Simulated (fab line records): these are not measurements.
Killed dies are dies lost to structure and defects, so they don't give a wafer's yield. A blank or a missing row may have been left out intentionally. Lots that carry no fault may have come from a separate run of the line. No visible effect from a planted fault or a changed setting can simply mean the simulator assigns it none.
fab line records	flow n5_finfet
[record] lots = 6	wafers = 18	last_day = 20
route steps=1938 shown BEOL_M6@1209
lots that met no fault: taken from a fault-free run of the same line
start_h: hours from the record's first day to the start of the lot's first wafer shown	wait_h: hours elapsed since this lot's preceding step	" identical to the entry in the row above	L1.1+2: several wafers, shown together as one row	- no value present, or no start provided	* or withheld: withheld	< > ~ a bound
route shown NAME@n: a module of which the file shows steps, and the number in the route of the first	usual: average and standard deviation across the fault-free wafers	same: alike in all rows	chamber/n: place in a boat	sites: the reading at each site	_std_site: standard deviation across them	_edge_site: inner sites' mean taken away from outer sites' mean	radius_mm: how far each site lies from the wafer's centre	mask NAME#n: copy n	behind: the last tool/chamber to shape the wafer	hold: reason for holding the lot/hours on hold/outcome of the hold	device: whichever transistor did not switch (one of n, p or np)	end of line: tests of these same wafers at the route's end	a step with no rows: only its recipe	killed: at the first sort, the dies lost to defects and structure; wafer yield is something else	map: per-die view of a wafer (x killed, . not killed, _ where there is no die)
set.NAME: the setting that was run; set.NAME@STEP: the one run at that earlier step	model.NAME: the simulator's own value behind a step, which no gauge read
certain route steps with their lots: each step a table, each wafer a row
services: a tool's chamber out of use, with start hour (start_h, from the record's first day; less than 0 if before it), hours out, and reason
[[steps]]
[step N5_BEOL_M6_INSPECT_13]
[recipe] mode = adi	inspect_instrument = brightfield
[usual] raw_defect_count = 413/99
lot.wafer	tool	chamber	start_h	wait_h	raw_defect_count
L308.1	defect_inspect-02	-	225.35	0.0	263
L308.3	"	-	"	"	223
L308.4	"	-	"	"	319
L318.3	defect_inspect-02	-	279.82	0.0	404
L318.5	"	-	"	"	327
L318.6	"	-	"	"	475
L319.1	defect_inspect-02	-	303.51	0.0	396
L319.4	"	-	"	"	331
L319.5	"	-	"	"	269
L321.1	defect_inspect-02	-	304.95	0.0	431
L321.4	"	-	"	"	477
L321.6	"	-	"	"	767
L328.2	defect_inspect-02	-	382.64	0.0	396
L328.3	"	-	"	"	468
L328.6	"	-	"	"	451
L331.1	defect_inspect-01	-	382.84	0.0	386
L331.2	"	-	"	"	316
L331.3	"	-	"	"	314
[step N5_BEOL_M6_DESCUM_16]
[recipe] chemistry = O2	time_s = 7.9	source_power_w = 50	bias_power_w = 20	pressure_mtorr = 20	rf_frequency_hz = 2.712e+07	temp_c = 40	resist = CAR-ArF	o2_flow_sccm = 225
[step N5_BEOL_M6_ETCH_61]
[recipe] chemistry = CF4	target = SiARC	target_depth_a = 455	mask_material = CAR-ArF	time_s = 75.8	ion_energy_ev = 80	pressure_mtorr = 40	source_w = 545	bias_w = 36	Ar_flow_sccm = 100	cf4_flow_sccm = 100	ends = cleared
[usual] drypump_motor_current_A = 5.8/0.43	etch_rf_on_time_s = 75.6/0.89	oes_product_au = 0.66/0.061	rf_vpp_V = 184.5/1	showerhead_plenum_p_Torr = 2.17/0.051	throttle_valve_pct = 15.66/0.18
lot.wafer	tool	chamber	start_h	wait_h	drypump_motor_current_A	etch_rf_on_time_s	oes_product_au	rf_hours_counter_h	rf_vpp_V	showerhead_plenum_p_Torr	throttle_valve_pct
L308.1	rie_diel-04	3	225.42	0.0	6.5	74.3	0.64	193	186.7	2.21	15.49
L308.3	"	0	"	"	6.4	73.7	0.79	20	184.3	2.27	15.46
L308.4	"	1	"	"	5.3	74.0	0.69	99	185.0	2.15	15.33
L318.3	rie_diel-01	2	279.91	0.0	6.3	74.8	0.70	92	184.0	2.08	15.75
L318.5	"	0	"	"	5.7	77.4	0.68	-	186.2	2.24	15.64
L318.6	"	3	"	"	5.6	75.8	0.64	-	184.0	2.14	15.79
L319.1	rie_diel-04	0	303.59	0.0	6.4	74.2	0.73	54	185.9	2.26	15.54
L319.4	"	2	"	"	5.4	76.1	0.57	244	184.1	2.19	16.20
L319.5	"	2	"	"	5.4	76.1	0.57	-	183.6	2.19	16.17
L321.1	rie_diel-06	2	305.02	0.0	5.0	75.5	0.61	212	185.7	2.21	15.61
L321.4	"	3	"	"	5.9	75.7	0.62	-	183.7	2.13	15.62
L321.6	"	2	"	"	5.1	75.3	0.60	-	183.4	2.21	15.60
L328.2	rie_diel-01	0	382.71	0.0	5.7	77.2	0.66	129	183.8	2.23	15.70
L328.3	"	2	"	"	6.3	76.0	0.66	135	181.6	2.07	15.82
L328.6	"	0	"	"	5.7	76.8	0.66	-	185.7	2.23	15.72
L331.1	rie_diel-04	1	382.91	0.0	5.3	76.7	0.62	167	182.8	2.13	15.46
L331.2	"	3	"	"	6.5	76.3	0.61	245	186.3	2.19	15.58
L331.3	"	0	"	"	6.4	75.1	0.70	80	185.0	2.25	15.61
[step N5_BEOL_M6_ETCH_62]
[recipe] chemistry = N2/H2	target = SOC	target_depth_a = 1100	overetch_a = 220	mask_material = SiARC	temp_c = 40	time_s = 165	ion_energy_ev = 200	pressure_mtorr = 30	source_w = 840	bias_w = 150	n2_flow_sccm = 200	h2_flow_sccm = 200
[usual] drypump_motor_current_A = 5.8/0.43	h2_flow_sccm = 199.9/0.56	oes_product_au = 0.66/0.058	rf_vpp_V = 524.9/1.9	showerhead_plenum_p_Torr = 2.58/0.067	throttle_valve_pct = 17.87/0.22
lot.wafer	tool	chamber	start_h	wait_h	drypump_motor_current_A	h2_flow_sccm	oes_product_au	rf_hours_counter_h	rf_vpp_V	showerhead_plenum_p_Torr	throttle_valve_pct
L308.1	rie_diel-04	3	225.47	0.0	6.5	200.2	0.63	193	526.6	2.63	17.58
L308.3	"	0	"	"	6.4	199.5	0.77	20	530.2	2.71	17.69
L308.4	"	1	"	"	5.3	198.9	0.68	99	523.9	2.56	17.45
L318.3	rie_diel-01	2	279.96	0.0	6.2	199.9	0.69	92	522.1	2.46	17.93
L318.5	"	0	"	"	5.8	199.9	0.68	-	528.2	2.67	17.93
L318.6	"	3	"	"	5.5	199.3	0.64	-	523.4	2.53	17.98
L319.1	rie_diel-04	0	303.65	0.0	6.4	199.3	0.72	54	526.2	2.70	17.76
L319.4	"	2	"	"	5.4	199.8	0.58	245	526.4	2.61	18.47
L319.5	"	2	"	"	5.4	200.6	0.57	-	525.1	2.61	18.46
L321.1	rie_diel-06	2	305.07	0.0	5.1	199.7	0.60	212	524.6	2.63	17.86
L321.4	"	3	"	"	5.9	200.8	0.62	-	524.7	2.52	17.83
L321.6	"	2	"	"	5.1	199.6	0.60	-	527.5	2.63	17.87
L328.2	rie_diel-01	0	382.76	0.0	5.7	200.8	0.66	129	527.5	2.66	18.00
L328.3	"	2	"	"	6.3	200.5	0.66	135	520.8	2.44	18.01
L328.6	"	0	"	"	5.7	200.3	0.66	-	526.5	2.66	17.99
L331.1	rie_diel-04	1	382.96	0.0	5.3	199.7	0.63	167	523.1	2.53	17.56
L331.2	"	3	"	"	6.5	199.7	0.60	245	525.3	2.61	17.68
L331.3	"	0	"	"	6.4	200.0	0.70	80	527.5	2.69	17.80
[step N5_BEOL_M6_STRIP_68]
[recipe] chemistry = N2/H2	temp_c = 40	n2_flow_sccm = 200	h2_flow_sccm = 200	rf_frequency_hz = 6e+07
[step N5_BEOL_M6_STRIP_67]
[recipe] chemistry = CF4	resist = SiARC	power_w = 300	bias_power_w = 75	pressure_mtorr = 50	cf4_flow_sccm = 150	rf_frequency_hz = 6e+07
[usual] drypump_motor_current_A = 5.8/0.43	oes_product_au = 0.78/0.068	rf_vpp_V = 271.7/1.2	showerhead_plenum_p_Torr = 1.82/0.043	throttle_valve_pct = 13.64/0.18
lot.wafer	tool	chamber	start_h	wait_h	drypump_motor_current_A	oes_product_au	rf_hours_counter_h	rf_vpp_V	showerhead_plenum_p_Torr	throttle_valve_pct
L308.1	rie_diel-04	3	225.62	0.0	6.5	0.75	193	273.5	1.85	13.52
L308.3	"	0	"	"	6.4	0.91	20	273.2	1.90	13.42
L308.4	"	1	"	"	5.3	0.80	99	272.8	1.80	13.32
L318.3	rie_diel-01	2	280.11	0.0	6.3	0.81	92	269.2	1.74	13.71
L318.5	"	0	"	"	5.7	0.81	-	271.9	1.87	13.58
L318.6	"	3	"	"	5.6	0.75	-	270.5	1.79	13.75
L319.1	rie_diel-04	0	303.80	0.0	6.4	0.86	54	273.8	1.89	13.52
L319.4	"	2	"	"	5.4	0.68	245	271.9	1.83	14.17
L319.5	"	2	"	"	5.4	0.68	-	272.1	1.83	14.17
L321.1	rie_diel-06	2	305.22	0.0	5.1	0.71	212	270.9	1.86	13.62
L321.4	"	3	"	"	5.9	0.73	-	271.2	1.78	13.60
L321.6	"	2	"	"	5.1	0.71	-	272.6	1.86	13.64
L328.2	rie_diel-01	0	382.91	0.0	5.8	0.78	129	274.7	1.86	13.68
L328.3	"	2	"	"	6.2	0.76	135	270.3	1.73	13.80
L328.6	"	0	"	"	5.7	0.78	-	273.1	1.86	13.68
L331.1	rie_diel-04	1	383.11	0.0	5.3	0.74	167	269.6	1.78	13.47
L331.2	"	3	"	"	6.5	0.72	245	271.5	1.84	13.61
L331.3	"	0	"	"	6.4	0.82	80	272.5	1.89	13.57
[step N5_BEOL_M6_HM_OPEN_17]
[recipe] chemistry = Cl2/BCl3	target_depth_a = 200	overetch_a = 60	target = TiN	mask_material = SOC	ion_energy_ev = 150	pressure_mtorr = 10	icp_w = 1000	bias_w = 126	Cl2_flow_sccm = 53.25	bcl3_flow_sccm = 21.75	Ar_flow_sccm = 25
[usual] drypump_motor_current_A = 5.9/0.48	mfc_cl2_sccm = 53.24/0.16	oes_ar_750_au = 0.80/0.083	oes_product_au = 0.68/0.071	throttle_valve_pct = 22.06/0.23
lot.wafer	tool	chamber	start_h	wait_h	drypump_motor_current_A	mfc_cl2_sccm	oes_ar_750_au	oes_product_au	rf_hours_counter_h	throttle_valve_pct
L308.1	rie_metal-02	0	225.66	0.0	5.6	53.05	0.63	0.53	115	22.10
L308.3	"	1	"	"	6.1	52.90	0.82	0.71	-	22.38
L308.4	"	0	"	"	5.6	53.36	0.63	0.54	-	22.09
L318.3	rie_metal-02	1	280.21	0.1	6.0	53.24	0.81	0.71	-	22.37
L318.5	"	1	"	"	6.0	53.16	0.81	0.71	-	22.37
L318.6	"	1	"	"	6.0	53.12	0.81	0.71	-	22.37
L319.1	rie_metal-01	0	303.84	0.0	6.7	53.46	0.89	0.75	11	22.07
L319.4	"	0	"	"	6.7	53.23	0.90	0.75	-	22.09
L319.5	"	1	"	"	6.2	53.24	0.76	0.65	-	21.85
L321.1	rie_metal-03	0	305.26	0.0	5.9	53.18	0.97	0.81	1	21.62
L321.4	"	1	"	"	5.1	53.18	0.77	0.66	-	21.91
L321.6	"	0	"	"	5.9	53.43	0.97	0.81	-	21.62
L328.2	rie_metal-02	0	382.95	0.0	5.6	53.46	0.89	0.76	8	21.87
L328.3	"	0	"	"	5.6	53.34	0.90	0.75	-	21.86
L328.6	"	0	"	"	5.6	53.26	0.89	0.76	-	21.85
L331.1	rie_metal-01	0	383.15	0.0	6.8	53.20	0.86	0.72	19	22.08
L331.2	"	1	"	"	6.2	53.33	0.74	0.63	54	21.88
L331.3	"	0	"	"	6.8	53.18	0.86	0.72	-	22.10
[step N5_BEOL_M6_STRIP_19]
[recipe] chemistry = O2	power_w = 400	temp_c = 40	pressure_mtorr = 30	rf_frequency_hz = 6e+07	bias_power_w = 0	overash_fraction = 0.2	o2_flow_sccm = 225
[usual] drypump_motor_current_A = 5.7/0.4	oes_product_au = 0.75/0.055	rf_vpp_V = 3.7/0.57	showerhead_plenum_p_Torr = 2.12/0.051	throttle_valve_pct = 16.76/0.17
lot.wafer	tool	chamber	start_h	wait_h	drypump_motor_current_A	oes_product_au	rf_hours_counter_h	rf_vpp_V	showerhead_plenum_p_Torr	throttle_valve_pct
L308.1	rie_diel-04	2	225.77	0.1	5.4	0.70	209	2.9	2.16	17.20
L308.3	"	3	"	"	6.5	0.75	193	3.6	2.18	16.55
L308.4	"	1	"	"	5.3	0.80	99	3.0	2.11	16.38
L318.3	rie_diel-01	2	280.36	0.1	6.2	0.80	92	4.2	2.03	16.78
L318.5	"	0	"	"	5.7	0.82	-	3.3	2.20	16.73
L318.6	"	1	"	"	5.7	0.80	-	4.2	2.11	16.70
L319.1	rie_diel-04	0	303.95	0.1	6.4	0.86	54	3.5	2.21	16.59
L319.4	"	2	"	"	5.4	0.67	245	5.1	2.15	17.25
L319.5	"	2	"	"	5.4	0.67	-	3.8	2.15	17.27
L321.1	rie_diel-06	3	305.37	0.1	5.9	0.72	179	4.0	2.09	16.76
L321.4	"	0	"	"	6.0	0.71	-	3.8	2.07	16.95
L321.6	"	3	"	"	5.9	0.73	-	3.1	2.09	16.74
L328.2	rie_diel-06	3	383.06	0.1	5.9	0.71	210	4.6	2.08	16.80
L328.3	"	2	"	"	5.1	0.69	242	3.1	2.16	16.74
L328.6	"	2	"	"	5.1	0.69	-	3.6	2.16	16.72
L331.1	rie_diel-06	3	383.26	0.1	5.9	0.70	210	4.7	2.08	16.82
L331.2	"	1	"	"	5.7	0.78	129	3.8	2.10	16.78
L331.3	"	2	"	"	5.1	0.69	242	3.3	2.16	16.70
[step N5_BEOL_M6_CD_MEAS_18]
[recipe] pitch_nm = 80	target_cd_nm = 40
[usual] cd_nm = 40.0/0.49
lot.wafer	tool	chamber	start_h	wait_h	cd_nm
L308.1	cd_sem-03	-	225.84	0.0	40.0
L308.3	"	-	"	"	40.2
L308.4	"	-	"	"	39.8
L318.3	cd_sem-01	-	280.43	0.1	39.6
L318.5	"	-	"	"	40.3
L318.6	"	-	"	"	39.8
L319.1	cd_sem-03	-	304.02	0.0	39.9
L319.4	"	-	"	"	39.7
L319.5	"	-	"	"	40.1
L321.1	cd_sem-01	-	305.44	0.0	39.3
L321.4	"	-	"	"	39.4
L321.6	"	-	"	"	39.9
L328.2	cd_sem-02	-	383.13	0.1	39.9
L328.3	"	-	"	"	40.2
L328.6	"	-	"	"	40.7
L331.1	cd_sem-02	-	383.33	0.0	39.9
L331.2	"	-	"	"	40.1
L331.3	"	-	"	"	40.0
[step N5_BEOL_M6_COAT_63]
[recipe] resist = SOC	temp_c = 250	time_s = 60	spin_rpm = 1500	resist_thk_nm = 60
[step N5_BEOL_M6_COAT_64]
[recipe] resist = SiARC	temp_c = 220	time_s = 60	spin_rpm = 1500	resist_thk_nm = 12
[step N5_BEOL_M6_COAT_71]
[recipe] resist = underlayer	temp_c = 205	time_s = 60	spin_rpm = 1500	resist_thk_nm = 5
[step N5_BEOL_M6_COAT_22]
[recipe] resist = CAR-EUV	spin_rpm = 1500	resist_thk_nm = 30
[usual] resist_line_temp_C = 23.04/0.096	spin_speed_rpm = 1499.9/1.1
lot.wafer	tool	chamber	start_h	wait_h	resist_line_temp_C	spin_speed_rpm	model.CAR-EUV_of_BEOL_M6_COAT_22.thk_nm
L308.1	litho_track-02	0	228.33	-	22.85	1498.8	30
L308.3	"	0	"	"	22.98	1501.8	30
L308.4	"	0	"	"	22.90	1500.6	30
L318.3	litho_track-05	0	281.38	-	23.09	1441.5	30.6
L318.5	"	0	"	"	22.90	1442.1	30.6
L318.6	"	0	"	"	23.08	1439.5	30.6
L319.1	litho_track-05	0	304.06	-	22.92	1441.7	30.6
L319.4	"	0	"	"	22.93	1440.3	30.6
L319.5	"	0	"	"	22.97	1440.7	30.8
L321.1	litho_track-02	0	307.05	-	23.06	1501.3	30
L321.4	"	0	"	"	23.00	1499.3	30
L321.6	"	0	"	"	23.06	1500.1	30
L331.1	litho_track-04	0	385.40	-	23.22	1500.1	30
L331.2	"	0	"	"	23.24	1499.0	29.8
L331.3	"	0	"	"	23.10	1500.0	29.8
L328.2	litho_track-05	0	385.40	-	23.12	1499.8	30
L328.3	"	0	"	"	23.14	1501.4	30
L328.6	"	0	"	"	23.16	1500.7	30
[step N5_BEOL_M6_EBR_24]
[recipe] solvent = PGMEA	ebr_width_mm = 1.5
[step N5_BEOL_M6_SOFTBAKE_23]
[recipe] temp_c = 110	time_s = 60	resist = CAR-EUV
[step N5_BEOL_M6_EXPOSE_25]
[recipe] mask_id = V5	na = 0.33	source_shape = annular	sigma_inner = 0.4	sigma_outer = 0.8	polarization = unpolarized	target_cd_nm = 40	dose_mj = 45
[step N5_BEOL_M6_PEB_26]
[recipe] peb_temp_c = 100	peb_time_s = 60	resist = CAR-EUV
[step N5_BEOL_M6_DEVELOP_27]
[recipe] develop_time_s = 30	developer = TMAH	resist = CAR-EUV	rinse_liquid = surfactant_rinse	dry = air_spin	dev_temp_c = 23
[step N5_BEOL_M6_CD_MEAS_28]
[recipe] target_cd_nm = 40	landing_energy_ev = 500	detector = se_inlens
[usual] cd_nm = 39.97/0.22
lot.wafer	tool	chamber	start_h	wait_h	cd_nm
L308.1	cd_sem-03	0	228.59	-	39.96
L308.3	"	0	"	"	39.62
L308.4	"	0	"	"	39.75
L318.3	cd_sem-02	0	281.77	-	39.98
L318.5	"	0	"	"	39.81
L318.6	"	0	"	"	39.96
L319.1	cd_sem-02	0	304.33	-	39.95
L319.4	"	0	"	"	39.84
L319.5	"	0	"	"	40.05
L321.1	cd_sem-03	0	307.31	-	40.09
L321.4	"	0	"	"	40.07
L321.6	"	0	"	"	40.21
L331.1	cd_sem-03	0	385.69	-	39.55
L331.2	"	0	"	"	39.89
L331.3	"	0	"	"	40.05
L328.2	cd_sem-01	0	385.73	-	40.14
L328.3	"	0	"	"	39.64
L328.6	"	0	"	"	39.91
[step N5_BEOL_M6_OVL_MEAS_29]
[recipe] points_per_wafer = 522
[usual] V5_OVL = 0.3/0.7
lot.wafer	tool	chamber	start_h	wait_h	V5_OVL[nm]
L308.1	overlay-02	0	228.62	0.0	0.1
L308.3	"	0	"	"	0.5
L308.4	"	0	"	"	-0.4
L318.3	overlay-02	0	281.81	0.0	1.2
L318.5	"	0	"	"	0.4
L318.6	"	0	"	"	-1.1
L319.1	overlay-01	0	304.36	0.0	-0.5
L319.4	"	0	"	"	0.2
L319.5	"	0	"	"	0.1
L321.1	overlay-02	0	307.34	0.0	1.2
L321.4	"	0	"	"	0.9
L321.6	"	0	"	"	-0.8
L331.1	overlay-02	0	385.72	0.0	-1.0
L331.2	"	0	"	"	0.2
L331.3	"	0	"	"	0.8
L328.2	overlay-01	0	385.77	0.0	0.6
L328.3	"	0	"	"	0.2
L328.6	"	0	"	"	-0.5
[step N5_BEOL_M6_INSPECT_30]
[recipe] mode = adi	inspect_instrument = brightfield
[usual] raw_defect_count = 417/98
lot.wafer	tool	chamber	start_h	wait_h	raw_defect_count
L308.1	defect_inspect-02	-	228.68	0.1	256
L308.3	"	-	"	"	235
L308.4	"	-	"	"	311
L318.3	defect_inspect-01	-	281.86	0.0	396
L318.5	"	-	"	"	287
L318.6	"	-	"	"	444
L319.1	defect_inspect-02	-	304.41	0.1	371
L319.4	"	-	"	"	336
L319.5	"	-	"	"	290
L321.1	defect_inspect-01	-	307.40	0.1	388
L321.4	"	-	"	"	465
L321.6	"	-	"	"	740
L331.1	defect_inspect-02	-	385.77	0.1	426
L331.2	"	-	"	"	321
L331.3	"	-	"	"	312
L328.2	defect_inspect-01	-	385.82	0.0	399
L328.3	"	-	"	"	474
L328.6	"	-	"	"	464
[step N5_BEOL_M6_DESCUM_33]
[recipe] chemistry = O2	time_s = 7	source_power_w = 50	bias_power_w = 20	pressure_mtorr = 20	rf_frequency_hz = 2.712e+07	temp_c = 40	resist = CAR-EUV	o2_flow_sccm = 225
[usual] drypump_motor_current_A = 5.8/0.44	oes_product_au = 0.76/0.064	rf_vpp_V = 243.7/1.2	showerhead_plenum_p_Torr = 2.12/0.057	throttle_valve_pct = 20.49/0.22
lot.wafer	tool	chamber	start_h	wait_h	drypump_motor_current_A	oes_product_au	rf_hours_counter_h	rf_vpp_V	showerhead_plenum_p_Torr	throttle_valve_pct	model.CAR-EUV_of_BEOL_M6_COAT_22.thk_nm
L308.1	rie_diel-04	2	228.72	0.0	5.5	0.70	209	244.1	2.16	20.96	26
L308.3	"	0	"	"	6.4	0.92	20	245.2	2.22	20.30	26
L308.4	"	1	"	"	5.3	0.80	100	244.0	2.10	20.12	26.2
L318.3	rie_diel-01	2	282.38	0.5	6.2	0.81	93	241.4	2.02	20.57	26.6
L318.5	"	3	"	"	5.6	0.74	-	242.8	2.09	20.57	26.6
L318.6	"	0	"	"	5.7	0.82	-	242.9	2.20	20.54	26.6
L319.1	rie_diel-01	1	304.45	0.0	5.8	0.79	121	243.6	2.11	20.45	26.8
L319.4	"	3	"	"	5.6	0.73	173	243.1	2.08	20.58	26.8
L319.5	"	3	"	"	5.6	0.74	-	243.4	2.08	20.57	26.8
L321.1	rie_diel-06	0	307.43	0.0	6.0	0.71	223	242.6	2.06	20.71	26.2
L321.4	"	0	"	"	6.0	0.71	-	242.7	2.07	20.70	26.2
L321.6	"	2	"	"	5.0	0.71	-	244.0	2.17	20.40	26
L331.1	rie_diel-01	1	385.81	0.0	5.7	0.75	150	244.0	2.10	20.50	26
L331.2	"	0	"	"	5.8	0.78	130	244.7	2.19	20.58	26
L331.3	"	3	"	"	5.6	0.70	205	244.1	2.07	20.64	26
L328.2	rie_diel-04	1	386.15	0.3	5.3	0.74	167	243.3	2.08	20.20	26.2
L328.3	"	3	"	"	6.5	0.70	245	244.3	2.15	20.36	26
L328.6	"	0	"	"	6.4	0.83	-	245.1	2.20	20.38	26.2
[step N5_BEOL_M6_ETCH_72]
[recipe] chemistry = N2/H2	target = underlayer	target_depth_a = 65	mask_material = CAR-EUV	time_s = 5.2	ion_energy_ev = 200	pressure_mtorr = 30	source_w = 840	bias_w = 150	n2_flow_sccm = 200	h2_flow_sccm = 200	ends = cleared
[[services]]
tool	chamber	start_h	hours	kind
rie_metal-03	-	212.47	1.0	repair
rie_metal-03	-	214.10	2.8	pm
rie_diel-06	1	214.42	9.5	repair
rie_diel-01	-	234.77	2.8	pm
rie_metal-02	-	254.09	14.6	pm
rie_diel-06	3	258.10	3.1	repair
rie_diel-04	3	260.32	20.8	repair
rie_metal-02	0	269.00	-	clean
rie_metal-02	0	269.00	16.5	scheduled_down
rie_metal-02	0	269.00	16.5	vent_cycle
rie_diel-06	1	301.28	8.3	repair
rie_diel-06	-	310.71	2.8	pm
rie_diel-01	0	311.39	14.6	repair
rie_diel-04	2	317.65	-	clean
rie_diel-04	2	317.65	-	consumable_replace:focus_ring
rie_diel-04	2	317.65	19.5	scheduled_down
rie_diel-04	2	317.65	19.5	vent_cycle
rie_diel-01	1	323.83	2.3	repair
rie_diel-04	0	328.48	9.2	repair
rie_metal-02	-	331.27	0.7	repair
rie_diel-01	1	337.50	9.0	repair
rie_metal-03	0	339.24	12.5	repair
rie_diel-01	3	376.33	6.9	repair
rie_diel-06	0	377.94	8.3	repair
[[key]]
[first_sign] step = N5_BEOL_M6_COAT_22	reading = spin_speed_rpm	direction = down	sigmas = 53	usual = *	struck = *
effect none on later readings
[model_effect] step = N5_BEOL_M6_COAT_22	value = CAR-EUV_of_BEOL_M6_COAT_22.thk_nm	without = 30.03	struck = 30.63
[model_effect] step = N5_BEOL_M6_DESCUM_33	value = CAR-EUV_of_BEOL_M6_COAT_22.thk_nm	without = 26.1	struck = 26.7
met_at N5_BEOL_M6_COAT_22
struck_wafers L318.3,L318.5,L318.6,L319.1,L319.4,L319.5
[fault] kind = process_parameter_drift	tool = litho_track-05	chamber = -	onset_h = 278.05	steps = N5_BEOL_M6_COAT_22	channel = spin_rpm	offset = *	shape = step	end_h = 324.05	acts_in = *	stated = *
